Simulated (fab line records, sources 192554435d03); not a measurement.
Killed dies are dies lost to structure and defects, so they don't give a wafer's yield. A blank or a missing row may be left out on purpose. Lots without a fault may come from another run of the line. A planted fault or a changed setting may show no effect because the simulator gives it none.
fab line records | flow n5_finfet
record lots=3 wafers=9 last_day=17
route steps=1938 shown BEOL_M6@1255 BEOL_M7@1263 PASSIVATION@1936
lots that met no fault: from a run of the same line without faults
start_h: hours from the record's first day to the start of the lot's first wafer shown | wait_h: hours since the lot's step before | " the same as in the row above | L1.1+2: a row that stands for several wafers | - no value, or no start given | * or withheld: withheld | < > ~ a bound
route shown NAME@n: a module of which the file shows steps, and the number in the route of the first | usual: mean/standard deviation of fault-free wafers | same: alike in all rows | chamber/n: place in a boat | sites: the reading at each site | _std_site: their standard deviation | _edge_site: outer sites' mean less inner sites' | radius_mm: how far each site lies from the wafer's centre | mask NAME#n: copy n | behind: the tool/chamber that last shaped the wafer | hold: why the lot was held/for how many hours/how that ended | device: the transistor (n, p or np) that didn't switch | end of line: the same wafers' tests at the end of the route | a step without rows: its recipe alone | killed: dies lost to structure and defects at the first sort, not the wafer's yield | map: a wafer's dies, x killed, . not, _ none there
set.NAME: the setting as run; set.NAME@STEP: as run at that earlier step | model.NAME: the simulator's own value behind a step, which no gauge read
lots at some steps of the route; a table a step, a row a wafer
services: from which hour (start_h, from the record's first day; less than 0 if before it) a tool's chamber was out of use, for how many hours, and why
## steps
# step N5_BEOL_M6_ECD_50
# recipe material=Cu target_thk_a=3000
# step N5_BEOL_M6_ANNEAL_51
# recipe temp_c=225 time_s=90 ambient=N2
# step N5_BEOL_M6_CMP_52
# recipe stop_on=SiCOH_lowk t_overpolish_s=6.9 down_force_psi=1 platen_rpm=50 clearing_platen_down_force_psi=1.5 clearing_platen_rpm=50 post_cmp_clean=cu_alkaline target_thk_nm=80 clearing_platen_pad_velocity_m_s=0.99484 pad_velocity_m_s=0.99484
# step N5_BEOL_M6_PRE_CLEAN_55
# recipe gas=NH3 time_s=15 temp_c=withheld rf_power_w=300
# step N5_BEOL_M6_DEP_56
# recipe material=SiCN target_thk_a=100 temp_c=withheld precursor=3MS/NH3 pressure_torr=3 rf_w=202 time_s=17.5
# step N5_BEOL_M7_ILD_DEP_00
# recipe material=SiCOH_lowk target_thk_a=1797.5 temp_c=300 precursor=DEMS/porogen pressure_torr=5 rf_w=500 time_s=33.4
# step N5_BEOL_M7_CURE_74
# recipe temp_c=385 time_s=240 ambient=He/Ar material=SiCOH_lowk
# step N5_BEOL_M7_PECVD_70
# recipe material=SiO2 target_thk_a=200 temp_c=400 precursor=TEOS/O2 pressure_torr=5.5 rf_w=450 teos_flow_sccm=53.8 gas=O2 flow_sccm=3000 time_s=22.7
# step N5_BEOL_M7_HM_DEP_02
# recipe material=TiN target_thk_a=200 temp_c=25 chamber_pressure_pa=0.49996
# usual susceptor_temp_C=25.01/0.12 throttle_valve_pct=29.8/1.1
# columns lot.wafer tool chamber start_h wait_h susceptor_temp_C throttle_valve_pct model.TiN_of_BEOL_M7_HM_DEP_02.thk_nm
L651.3 pvd_sputter-03 - 266.05 0.6 24.99 29.5 19.8
L651.4 " - " " 25.17 29.1 19.8
L651.5 " - " " 25.20 30.4 19.6
L652.1 pvd_sputter-03 - 270.37 1.4 25.10 29.2 26.6
L652.4 " - " " 25.06 30.4 26.6
L652.5 " - " " 24.88 29.1 26.6
L663.1 pvd_sputter-02 - 334.34 1.0 25.08 29.3 20.2
L663.3 " - " " 25.15 30.1 19.8
L663.6 " - " " 24.80 28.4 19.6
# step N5_BEOL_M7_COAT_59
# recipe resist=SOC temp_c=250 time_s=60 spin_rpm=1500 resist_thk_nm=100
# step N5_BEOL_M7_COAT_60
# recipe resist=SiARC temp_c=220 time_s=60 spin_rpm=1500 resist_thk_nm=35
# step N5_BEOL_M7_COAT_05
# recipe resist=CAR-ArF spin_rpm=1500 resist_thk_nm=90
# step N5_BEOL_M7_EBR_07
# recipe solvent=PGMEA ebr_width_mm=1.5
# step N5_BEOL_M7_SOFTBAKE_06
# recipe temp_c=110 time_s=60 resist=CAR-ArF
# step N5_BEOL_M7_EXPOSE_08
# recipe mask_id=M7 na=1.35 source_shape=dipole sigma_inner=0.817 sigma_outer=0.97 polarization=te dose_mj=68.25
# step N5_BEOL_M7_PEB_09
# recipe peb_temp_c=withheld peb_time_s=60 resist=CAR-ArF
# step N5_BEOL_M7_DEVELOP_10
# recipe develop_time_s=30 developer=TMAH resist=CAR-ArF rinse_liquid=diw dry=air_spin dev_temp_c=23
# step N5_BEOL_M7_DESCUM_16
# recipe chemistry=O2 time_s=7.9 source_power_w=50 bias_power_w=20 pressure_mtorr=20 rf_frequency_hz=2.712e+07 temp_c=40 resist=CAR-ArF o2_flow_sccm=225
# step N5_BEOL_M7_ETCH_61
# recipe chemistry=CF4 target=SiARC target_depth_a=455 mask_material=CAR-ArF time_s=75.8 ion_energy_ev=80 pressure_mtorr=40 source_w=545 bias_w=36 Ar_flow_sccm=100 cf4_flow_sccm=100 ends=cleared
# step N5_BEOL_M7_ETCH_62
# recipe chemistry=N2/H2 target=SOC target_depth_a=1100 overetch_a=220 mask_material=SiARC temp_c=40 time_s=165 ion_energy_ev=200 pressure_mtorr=30 source_w=840 bias_w=150 n2_flow_sccm=200 h2_flow_sccm=200
# step N5_BEOL_M7_STRIP_68
# recipe chemistry=N2/H2 temp_c=40 n2_flow_sccm=200 h2_flow_sccm=200 rf_frequency_hz=6e+07
# step N5_BEOL_M7_STRIP_67
# recipe chemistry=CF4 resist=SiARC power_w=300 bias_power_w=75 pressure_mtorr=50 cf4_flow_sccm=150 rf_frequency_hz=6e+07
# step N5_BEOL_M7_HM_OPEN_17
# recipe chemistry=Cl2/BCl3 target_depth_a=200 overetch_a=60 target=TiN mask_material=SOC ion_energy_ev=150 pressure_mtorr=10 icp_w=1000 bias_w=126 Cl2_flow_sccm=53.25 bcl3_flow_sccm=21.75 Ar_flow_sccm=25
# usual drypump_motor_current_A=6.3/0.39 oes_product_au=0.69/0.11 throttle_valve_pct=22.03/0.14
# columns lot.wafer tool chamber start_h wait_h drypump_motor_current_A oes_product_au rf_hours_counter_h throttle_valve_pct model.etch.depth_nm
L651.3 rie_metal-01 1 266.85 0.1 6.6 0.80 - 21.89 19.78
L651.4 " 1 " " 6.6 0.80 - 21.90 19.89
L651.5 " 1 " " 6.6 0.80 - 21.91 19.54
L652.1 rie_metal-03 0 271.99 0.0 5.4 0.71 69 21.99 26.42
L652.4 " 1 " " 6.5 0.81 - 21.67 25.72
L652.5 " 0 " " 5.4 0.71 - 21.99 26.47
L663.1 rie_metal-03 1 335.50 0.0 6.5 0.68 37 21.87 20.19
L663.3 " 1 " " 6.5 0.67 - 21.87 19.79
L663.6 " 1 " " 6.5 0.67 - 21.90 19.57
# step N5_BEOL_M7_STRIP_19
# recipe chemistry=O2 power_w=400 temp_c=40 pressure_mtorr=30 rf_frequency_hz=6e+07 bias_power_w=0 overash_fraction=0.2 o2_flow_sccm=225
# step N5_BEOL_M7_COAT_63
# recipe resist=SOC temp_c=250 time_s=60 spin_rpm=1500 resist_thk_nm=60
# step N5_BEOL_M7_COAT_64
# recipe resist=SiARC temp_c=220 time_s=60 spin_rpm=1500 resist_thk_nm=12
# step N5_BEOL_M7_COAT_71
# recipe resist=underlayer temp_c=205 time_s=60 spin_rpm=1500 resist_thk_nm=5
# step N5_BEOL_M7_COAT_22
# recipe resist=CAR-EUV spin_rpm=1500 resist_thk_nm=30
# step N5_BEOL_M7_EBR_24
# recipe solvent=PGMEA ebr_width_mm=1.5
# step N5_BEOL_M7_SOFTBAKE_23
# recipe temp_c=110 time_s=60 resist=CAR-EUV
# step N5_BEOL_M7_EXPOSE_25
# recipe mask_id=V6 na=0.33 source_shape=annular sigma_inner=0.4 sigma_outer=0.8 polarization=unpolarized target_cd_nm=40 dose_mj=42.5
# step N5_BEOL_M7_PEB_26
# recipe peb_temp_c=100 peb_time_s=60 resist=CAR-EUV
# step N5_BEOL_M7_DEVELOP_27
# recipe develop_time_s=30 developer=TMAH resist=CAR-EUV rinse_liquid=surfactant_rinse dry=air_spin dev_temp_c=23
# step N5_BEOL_M7_TRENCH_ETCH_37
# recipe chemistry=C4F6/O2 target_depth_a=934.78 target=SiCOH_lowk time_s=31.2 ion_energy_ev=250 pressure_mtorr=30 source_w=345 bias_w=185 Ar_flow_sccm=300 C4F6_flow_sccm=10 O2_flow_sccm=10
# usual drypump_motor_current_A=5.4/0.44 oes_o_777_au=0.83/0.093 oes_product_au=0.82/0.093 rf_vpp_V=665/16 showerhead_plenum_p_Torr=2.88/0.097 throttle_valve_pct=20.86/0.27
# columns lot.wafer tool chamber start_h wait_h drypump_motor_current_A oes_o_777_au oes_product_au rf_hours_counter_h rf_vpp_V showerhead_plenum_p_Torr throttle_valve_pct model.TiN_of_BEOL_M7_HM_DEP_02.thk_nm
L651.3 rie_diel-06 3 - - 4.8 0.72 0.68 241 685 2.91 20.94 17.2
L651.4 " 0 " " 4.8 0.73 0.71 225 662 2.69 21.11 17.2
L651.5 " 2 " " 4.6 0.86 0.89 - 665 3.02 20.91 16.8
L652.1 rie_diel-02 1 - - 6.0 0.98 0.95 6 684 3.04 20.47 24
L652.4 " 3 " " 5.9 0.91 0.91 25 674 2.90 20.84 24
L652.5 " 0 " " 5.8 0.88 0.87 - 665 2.98 20.60 24
L663.1 rie_diel-04 1 - - 5.4 0.73 0.71 208 651 2.80 20.79 17.6
L663.3 " 3 " " 5.9 0.96 0.97 0 682 2.92 21.11 17.2
L663.6 " 2 " " 5.2 0.81 0.81 - 678 2.87 20.65 16.8
# step N5_PASSIVATION_PROBE_49
# usual defect_limited_yield=90.9/1.6 killed_at_M0_to_M3=34/11 killed_at_M4_up=14/5.7 killed_at_contacts=13/6.5 killed_at_front_end=43/11 killed_at_other=4/3.1 killed_dies=107/19 killed_open=71/14 killed_short=35/7.9 sort_bin_5_function=5.3/1.1 sort_bin_6_memory=3.4/0.74 sort_n_pass=1073/19 sort_yield_pct=90.9/1.6
# same gross_dies=1180 killed_at_back_side=0 sort_bin_4_leakage[%]=0 sort_bin_8_speed[%]=0
# columns lot.wafer tool chamber start_h wait_h defect_limited_yield[%] killed_at_M0_to_M3 killed_at_M4_up killed_at_contacts killed_at_front_end killed_at_other killed_dies killed_open killed_short sort_bin_5_function[%] sort_bin_6_memory[%] sort_n_pass sort_yield_pct[%]
L652.1 prober-01 - 347.63 0.0 91.4 32 18 5 43 3 101 54 34 4.4 3.8 1079 91.4
L652.4 prober-01 - 347.78 0.2 90.0 14 44 16 43 1 118 50 27 6.9 2.9 1062 90.0
L652.5 prober-01 - 347.83 0.2 90.0 28 28 10 49 3 118 66 38 6.4 3.2 1062 90.0
# killed by level:class
L652.1 BEOL_M7:area_open=12 DUMMY_GATE:geometric_particle:open=10 STI_FIN_REVEAL:geometric_particle:open=8 BEOL_M0_SAQP:geometric_particle:short=8 BEOL_M0_SAQP:geometric_particle:open=7 FIN_SAQP:geometric_particle:short=6 BEOL_M3:geometric_particle:open=5 FIN_SAQP:geometric_particle:open=4
L652.4 BEOL_M7:area_open=41 MOL_CONTACT_COAG:geometric_particle:open=14 STI_FIN_REVEAL:geometric_particle:open=12 FIN_SAQP:geometric_particle:short=8 DUMMY_GATE:geometric_particle:open=6 ILD0:geometric_particle:open=3 ILD0:geometric_particle:short=3 BEOL_M0_SAQP:geometric_particle:short=3
L652.5 BEOL_M7:area_open=14 STI_FIN_REVEAL:geometric_particle:open=10 MOL_CONTACT_COAG:geometric_particle:open=7 BEOL_M0:geometric_particle:open=7 DUMMY_GATE:geometric_particle:open=6 BEOL_M2:geometric_particle:open=6 FIN_SAQP:geometric_particle:open=5 DUMMY_GATE:geometric_particle:short=5
# map L652.4 (x killed, . not)
_________________............________________
______________.................._____________
___________.......x.......x........__________
__________...........xx.x.....x....._________
________....xx.x............x.......x._______
_______.........x.........x........x...______
______.x......x..x....xxx..............._____
_____xx.x.......x....x..x.x......x.......____
____.xx...x......................xx...x...___
___..........xxx......x..x...x..x.x........__
___.x..........x......x...x.....x..x.......__
__....................x...x...........xx...._
__.......x......xxx..x....x................._
_.........x....x.x..........x................
_.x.............x................x...xx......
_................x...........................
_.................xx..........x.x............
_........x.........x........x................
_.......x......x.........x.x.xx..............
_....................x..........x............
_...x.............x...........xx.............
__x....xx............x......x........x......_
__.......x.................................._
___...................x....................__
___...x..............x...................x.__
____x..........x.........x....x.x.........___
_____...............x.....x..............____
______............x....................._____
_______.....xx.............x...x.......______
________.x...............xx......x...._______
__________........x................._________
___________.....................x..__________
______________.................._____________
_________________...x.x......________________
# map L651.3 (x killed, . not)
_________________............________________
______________...x.............._____________
___________...x...x..........x.....__________
__________x.......x.....x..xx.x....._________
________..........x.............x....._______
_______................x...........x...______
______x...x.....x...x..............x...._____
_____....xx.........x.....x.x..........x.____
____.x......x...........xxx...............___
___....................x.....x.......x.....__
___.......x.x....xx.......x.......x.....x.x__
__..x........x..x........x......x.....x....._
__.........x...........x....x..............._
_..x.....................xx..............x.x.
_...x............................x.....x.....
_...........x..x.......x..........x..........
_x.................x.......x.................
_.x..........x.x.x...x....x....x.x...........
_x....x............x.........x.x............x
_x..................x..................x.....
_........xx.x.......x....xxx.....x......xx...
__..x............x...x...x....x....xx......._
__........................................x._
___.......................x...........x..x.__
___.......x..................x.............__
____..............x......x.....xx.x.......___
_____...................................x____
______......xx..x.........x....x........_____
_______......x.........................______
________............x...........x.x..x_______
__________..........x...x......x...._________
___________x...........x.x.........__________
______________..........x.x....._____________
_________________.x.....x....________________
## services
# columns tool chamber start_h hours kind
rie_diel-02 1 252.83 7.7 repair
rie_metal-01 0 261.52 7.2 repair
rie_diel-02 2 284.20 - clean
rie_diel-02 2 284.20 - consumable_replace:focus_ring
rie_diel-02 2 284.20 12.1 scheduled_down
rie_diel-02 2 284.20 12.1 vent_cycle
rie_diel-06 2 287.31 3.1 repair
rie_diel-06 3 298.34 - clean
rie_diel-06 3 298.34 - consumable_replace:focus_ring
rie_diel-04 3 322.86 - clean
rie_diel-04 3 322.86 - consumable_replace:focus_ring
rie_diel-04 3 322.86 13.7 scheduled_down
rie_diel-04 3 322.86 13.7 vent_cycle
## key
first_sign step=N5_PASSIVATION_PROBE_49 reading=killed_at_M4_up direction=up sigmas=2.8 usual=14 struck=30
effect none on later readings
model_effect step=N5_BEOL_M7_HM_DEP_02 value=TiN_of_BEOL_M7_HM_DEP_02.thk_nm without=19.8 struck=26.6
model_effect step=N5_BEOL_M7_HM_OPEN_17 value=etch.depth_nm without=19.85 struck=26.2
model_effect step=N5_BEOL_M7_TRENCH_ETCH_37 value=TiN_of_BEOL_M7_HM_DEP_02.thk_nm without=17.2 struck=24
met_at N5_BEOL_M7_HM_DEP_02
struck_wafers L652.1,L652.4,L652.5
onset_between 266.05 270.37
also_fits N5_BEOL_M7_TRENCH_ETCH_37:rie_diel-02
fault kind=process_parameter_drift tool=pvd_sputter-03 chamber=- onset_h=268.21 steps=N5_BEOL_M7_HM_DEP_02 channel=target_thk_a offset=* shape=step end_h=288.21 acts_in=* stated=*
